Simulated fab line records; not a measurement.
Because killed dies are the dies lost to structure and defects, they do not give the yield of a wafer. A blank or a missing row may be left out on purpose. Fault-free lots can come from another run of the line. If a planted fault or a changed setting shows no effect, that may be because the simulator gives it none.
What tool caused it? || flow n5-finfet || 27 wafers from 9 lots sampled at 4 of the route's 1938 steps

## WHAT THE GAUGES SHOWED, per wafer
N5_BEOL_M0_SAQP_CD_MEAS_25: the cd target is 13.1 nm.
{"lot": "L490", "measured": "day 5 17:52", "on": "cd-sem-02", "cd-nm (nm)": "13.11 12.63 12.88"}
{"lot": "L492", "measured": "day 6 10:52", "on": "cd-sem-01", "cd-nm (nm)": "12.68 12.77 12.97"}
{"lot": "L493", "measured": "day 6 10:55", "on": "cd-sem-03", "cd-nm (nm)": "13.02 12.99 12.69"}
{"lot": "L496", "measured": "day 7 05:15", "on": "cd-sem-02", "cd-nm (nm)": "12.64 12.92 13.14"}
{"lot": "L498", "measured": "day 7 19:31", "on": "cd-sem-02", "cd-nm (nm)": "13.22 12.92 12.79"}
{"lot": "L499", "measured": "day 8 06:56", "on": "cd-sem-02", "cd-nm (nm)": "12.92 13.08 12.67"}
{"lot": "L501", "measured": "day 8 18:29", "on": "cd-sem-02", "cd-nm (nm)": "12.62 13.05 12.95"}
{"lot": "L505", "measured": "day 9 17:00", "on": "cd-sem-03", "cd-nm (nm)": "23.64 12.34 12.64"}
{"lot": "L512", "measured": "day 11 10:34", "on": "cd-sem-03", "cd-nm (nm)": "12.98 12.58 12.73"}

## WHAT TOOL EACH LOT RAN ON (gives the tool, then ch and the chambers of the sampled wafers, and finally the start)
{"lot": "L490", "N5_BEOL_M0_SAQP_PECVD_03": "pecvd-02 ch 0,1, day 5 15:25", "N5_BEOL_M0_SAQP_HM_OPEN_112": "rie-diel-04 ch 2,3, day 5 16:23", "N5_BEOL_M0_SAQP_SPACER1_ALD_98": "ald-sin-03 ch 0,3, day 5 17:05"}
{"lot": "L492", "N5_BEOL_M0_SAQP_PECVD_03": "pecvd-01 ch 0,1, day 6 08:13", "N5_BEOL_M0_SAQP_HM_OPEN_112": "rie-diel-03 ch 1,3, day 6 09:11", "N5_BEOL_M0_SAQP_SPACER1_ALD_98": "ald-sin-03 ch 1,2,3, day 6 10:11"}
{"lot": "L493", "N5_BEOL_M0_SAQP_PECVD_03": "pecvd-02 ch 0,1,2, day 6 08:19", "N5_BEOL_M0_SAQP_HM_OPEN_112": "rie-diel-03 ch 2,3, day 6 09:29", "N5_BEOL_M0_SAQP_SPACER1_ALD_98": "ald-sin-04 ch 0,1,3, day 6 10:14"}
{"lot": "L496", "N5_BEOL_M0_SAQP_PECVD_03": "pecvd-02 ch 0,1, day 7 03:01", "N5_BEOL_M0_SAQP_HM_OPEN_112": "rie-diel-03 ch 1,2,3, day 7 03:52", "N5_BEOL_M0_SAQP_SPACER1_ALD_98": "ald-sin-02 ch 1,2,3, day 7 04:35"}
{"lot": "L498", "N5_BEOL_M0_SAQP_PECVD_03": "pecvd-01 ch 0,1, day 7 17:16", "N5_BEOL_M0_SAQP_HM_OPEN_112": "rie-diel-02 ch 0,1,3, day 7 18:07", "N5_BEOL_M0_SAQP_SPACER1_ALD_98": "ald-sin-04 ch 1,2, day 7 18:51"}
{"lot": "L499", "N5_BEOL_M0_SAQP_PECVD_03": "pecvd-01 ch 0,1,2, day 8 03:46", "N5_BEOL_M0_SAQP_HM_OPEN_112": "rie-diel-02 ch 0,1, day 8 04:38", "N5_BEOL_M0_SAQP_SPACER1_ALD_98": "ald-sin-02 ch 0,1, day 8 06:08"}
{"lot": "L501", "N5_BEOL_M0_SAQP_PECVD_03": "pecvd-01 ch 0,1,2, day 8 15:15", "N5_BEOL_M0_SAQP_HM_OPEN_112": "rie-diel-03 ch 0,1,3, day 8 16:13", "N5_BEOL_M0_SAQP_SPACER1_ALD_98": "ald-sin-03 ch 0,2,3, day 8 17:49"}
{"lot": "L505", "N5_BEOL_M0_SAQP_PECVD_03": "pecvd-02 ch 0,2, day 9 14:47", "N5_BEOL_M0_SAQP_HM_OPEN_112": "rie-diel-04 ch 2,3, day 9 15:38", "N5_BEOL_M0_SAQP_SPACER1_ALD_98": "ald-sin-03 ch 1,2,3, day 9 16:20"}
{"lot": "L512", "N5_BEOL_M0_SAQP_PECVD_03": "pecvd-03 ch 0,1,2, day 11 07:35", "N5_BEOL_M0_SAQP_HM_OPEN_112": "rie-diel-02 ch 1,2,3, day 11 08:28", "N5_BEOL_M0_SAQP_SPACER1_ALD_98": "ald-sin-02 ch 0,3, day 11 09:54"}
- N5_BEOL_M0_SAQP_PECVD_03: deposits SiCN from 3MS/NH3, target thk 12 nm, time 21.1 s.
- N5_BEOL_M0_SAQP_HM_OPEN_112: chemistry CHF3/O2, target SiO2, stops on a-Si, target depth 12 nm, time 13.5 s.
- N5_BEOL_M0_SAQP_SPACER1_ALD_98: deposits SiO2, target thk 12.8 nm, pulse time 1 s, purge time 2 s.

## THE ANSWER, worked out from the rows above alone
Rule: the lots themselves supply what counts as usual. The widest of any qualifying gaps counts: lots, ordered by their means at a reading, are off when they make up no more than a third of the lots, leave a main group of 4 or more, and stand apart from it by 3 or more times the standard deviation of that group's means. A main group whose means are all the same, to the digits that the tables above print for the reading, isn't used. A lot without any number at a reading at which 4 lots or more have one is off too. The other lots that the step has rows for count as sound.
Off at N5_BEOL_M0_SAQP_CD_MEAS_25 (cd-nm): L505. Mean 12.87 nm and standard deviation 0.06 in the main group.
If a tool, at a process step before that reading, ran all the lots that are off and no sound lot after the first of them, it fits. The gauges at N5_BEOL_M0_SAQP_CD_MEAS_25 are tried like those tools. Can't be told from this: 3 tools fit, pecvd-02 at N5_BEOL_M0_SAQP_PECVD_03, rie-diel-04 at N5_BEOL_M0_SAQP_HM_OPEN_112, ald-sin-03 at N5_BEOL_M0_SAQP_SPACER1_ALD_98.

## WHAT THE SIMULATOR PUT IN
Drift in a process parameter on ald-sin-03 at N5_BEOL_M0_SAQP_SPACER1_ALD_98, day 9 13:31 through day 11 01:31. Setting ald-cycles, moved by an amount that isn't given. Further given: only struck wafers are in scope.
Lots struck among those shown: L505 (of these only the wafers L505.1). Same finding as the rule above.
